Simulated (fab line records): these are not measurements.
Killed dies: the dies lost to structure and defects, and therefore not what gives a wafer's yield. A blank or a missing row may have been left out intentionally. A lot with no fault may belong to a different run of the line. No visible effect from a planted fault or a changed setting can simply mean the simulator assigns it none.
A struck lot beside a sound one | flow nand_harc | 20 out of 1302 route steps
Sound: the wafers L734.2, L734.3, L734.4. Struck: wafers L746.1, L746.2, L746.4. The cause is named last.
At each step with rows: each side's tool, then ch and its chambers, then its first start. Under that, the readings that differ: sound wafers | struck wafers | difference of the means | sigmas: that difference in standard deviations of wafers without a fault.
alike: a reading whose means differ by less than 2 such deviations, as well as words and numbers matching on both sides. not compared: withheld readings; readings where some wafer has no value; bounds like >300 that might hide an equal value; numbers whose values overlap and for which the record gives no deviation.
Wherever a step has rows on one side only, a row that says differs or no value, or a row with sigmas, the two part there. Numbers that have no deviation but don't overlap get no sigmas and don't part them. Lack of a reading on every wafer of one side parts them only where that side has two or more wafers.

NHARC_P_CONTACT_CVD_23: deposits W, target thk 200 nm, time 557 s.
  sound: cvd_w-02 ch 0,1; struck: cvd_w-01 ch 0,1
  alike: heater_power_w, throttle_valve_pct
  not compared: since_wet_clean_h
NHARC_P_CONTACT_CMP_24: polishes, t overpolish 30 s, target thk 200 nm.
  sound on cmp-03 ch 0,2,3, day 6 05:28; struck on cmp-04 ch 0,1,2, day 11 05:10
  alike: motor_current_A, overpolish_run_s, time_to_endpoint_s
following that, these wafers have no rows for 1 step: NHARC_P_CONTACT_SRD_26.
NHARC_P_CONTACT_INSPECT_27:
  struck on defect_inspect-02, day 11 05:34; sound on defect_inspect-01, day 6 05:53
  alike: raw_defect_count
then, 7 steps without rows for these wafers: NHARC_P_M0_DEP_00 (deposits SiOC, target thk 150 nm); NHARC_P_M0_DEHYDRATE_01 (time 120 s); NHARC_P_M0_HMDS_02 (time 30 s); NHARC_P_M0_COAT_33 (time 65 s); NHARC_P_M0_COAT_03 (resist thk 90 nm); NHARC_P_M0_SOFTBAKE_04 (time 55 s); NHARC_P_M0_EBR_05.
NHARC_P_M0_EXPOSE_06: exposes mask P M0, target cd 90 nm.
  sound on arfi_scanner-01 ch 0, day 6 06:31; struck on arfi_scanner-03 ch 0, day 11 06:20
  alike: mask, exposure_dose_mJ_cm2
then, 2 steps without rows for these wafers: NHARC_P_M0_PEB_07 (peb time 65 s); NHARC_P_M0_DEVELOP_08 (develop time 35 s).
NHARC_P_M0_CD_MEAS_09: the cd target is 90 nm.
  sound on cd_sem-01 ch 0, day 6 06:40; struck on cd_sem-03 ch 0, day 11 06:28
  reading    | sound          | struck         | difference | sigmas
  cd_nm (nm) | 89.5 90.4 90.8 | 88.0 89.2 89.0 | -1.5       | -2
NHARC_P_M0_OVL_MEAS_10: pitch 180 nm.
  struck on overlay-01, day 11 06:34; sound on overlay-01, day 6 06:45
  alike: overlay_x_nm, overlay_y_nm
NHARC_P_M0_INSPECT_11:
  struck on defect_inspect-02, day 11 06:35; sound on defect_inspect-01, day 6 06:47
  alike: raw_defect_count
NHARC_P_M0_DESCUM_14: chemistry O2, time 3 s.
  sound on rie_diel-10 ch 1,2,3, day 6 06:51; struck on rie_diel-11 ch 0,1,3, day 11 06:41
  reading                | sound            | struck            | difference | sigmas
  rf_hours_counter_h (h) | 8 7 7            | 54 56 54          | +47        |
  model.P_M0.cd_nm (nm)  | 90.02 90.01 90.6 | 88.36 88.36 88.91 | -1.67      |
  alike: drypump_motor_current_A, o2_flow_sccm, oes_product_au, rf_vpp_V, showerhead_plenum_p_Torr, throttle_valve_pct
NHARC_P_M0_ETCH_34: etches the open film in N2/H2, target depth 40 nm, overetch 12 nm, time 43.94 s.
  sound on rie_diel-10 ch 1,2,3, day 6 06:56; struck on rie_diel-11 ch 0,1,2, day 11 06:50
  reading                | sound | struck   | difference | sigmas
  rf_hours_counter_h (h) | 7 7 8 | 56 58 55 | +49        |
  alike: drypump_motor_current_A, oes_product_au, rf_vpp_V, showerhead_plenum_p_Torr, throttle_valve_pct
-- record jumps: 18 days between struck wafers' starts before vs after; left off in module P_M0, resumes in module END, first step shown is number 1302 of the route --
NHARC_END_SORT_01:
  sound on prober-02 ch 0, day 24 23:00; struck on prober-01 ch 0, day 29 00:16
  reading      | sound | struck | difference | sigmas
  killed_short | 4 5 6 | 4 1 0  | -3         | -2
  alike: defect_limited_yield, killed_at_array, killed_at_other, killed_at_periphery, killed_dies, killed_open, sort_bin_2_pct, sort_bin_3_pct, sort_bin_4_pct, sort_n_pass, sort_rim_yield_pct, sort_yield_pct

== WHERE THEY PART ==
Last at NHARC_END_SORT_01 as far as this record goes, first at NHARC_P_M0_CD_MEAS_09.

WHY: whatever the simulator had introduced
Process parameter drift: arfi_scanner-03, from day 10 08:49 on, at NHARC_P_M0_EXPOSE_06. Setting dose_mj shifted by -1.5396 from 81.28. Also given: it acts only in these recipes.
